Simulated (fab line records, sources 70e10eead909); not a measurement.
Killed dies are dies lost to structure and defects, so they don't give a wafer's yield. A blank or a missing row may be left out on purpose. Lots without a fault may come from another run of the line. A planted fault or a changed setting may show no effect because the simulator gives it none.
Chamber matching | flow nand_harc | NHARC_P_BONDPAD_CMP_19 on cmp-03: 4 sister chambers
The step polishes, t overpolish 30 s, cu recess touch 16 s, target thk 160.81 nm. 16 wafers are shown with their chamber, then 8 later ones without.

WAFERS WITH THEIR CHAMBER
wafer  | chamber | motor_current_A (A) | overpolish_run_s (s)
L943.1 | 3       | 12.1                | 30.006
L943.5 | 2       | 12.7                | 29.985
L943.6 | 1       | 12.0                | 30.004
L942.2 | 2       | 12.5                | 30.001
L942.4 | 0       | 14.2                | 30.007
L942.6 | 1       | 12.2                | 30.001
L945.1 | 2       | 12.9                | 29.991
L945.2 | 0       | 14.0                | 30.003
L945.3 | 3       | 12.3                | 30.010
L946.2 | 3       | 11.9                | 30.002
L946.5 | 2       | 13.2                | 29.996
L946.6 | 3       | 12.6                | 30.008
L948.1 | 2       | 13.0                | 30.008
L948.3 | 3       | 12.6                | 30.019
L948.6 | 1       | 13.4                | 29.998
L947.1 | 0       | 13.9                | 29.996

SIGNATURES (means of the wafers above)
reading          | chamber 0 | chamber 1 | chamber 2 | chamber 3 | scatter within a chamber
motor_current_A  | 14.033    | 12.533    | 12.860    | 12.300    | 0.394
overpolish_run_s | 30.00200  | 30.00100  | 29.99620  | 30.00900  | 0.0068
Rule: a wafer's distance from a chamber is the root of the sum, over the readings, of the square of ((its reading less the chamber's mean) divided by the reading's scatter). The wafer belongs to the nearest chamber; if the next one is less than 2 further off, it can't be placed. The scatter: the root of (the sum of the squares of (reading less its chamber's mean) over the shown wafers, divided by (wafers less chambers)).

WAFERS WITHOUT THEIR CHAMBER
wafer  | motor_current_A (A) | overpolish_run_s (s)
L947.5 | 14.9                | 30.000
L947.6 | 12.6                | 29.998
L951.2 | 12.6                | 29.986
L951.4 | 13.5                | 29.996
L951.6 | 12.7                | 29.990
L963.3 | 12.6                | 29.993
L963.5 | 12.5                | 29.999
L963.6 | 13.7                | 29.994

WHICH CHAMBER EACH WENT THROUGH
wafer  | from the rows above               | in truth
L947.5 | 0                                 | 0
L947.6 | can't be placed: 1 or 2 or 3      | 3
L951.2 | can't be placed: 2 or 1 or 3      | 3
L951.4 | can't be placed: 0 or 2 or 1 or 3 | 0
L951.6 | can't be placed: 2 or 1 or 3      | 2
L963.3 | can't be placed: 2 or 1 or 3      | 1
L963.5 | can't be placed: 1 or 2 or 3      | 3
L963.6 | can't be placed: 0 or 2 or 1      | 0
Placed correctly: 1 of 8. Can't be placed from these rows: 7 (the true chamber is among the candidates in 7). Placed wrongly: 0.
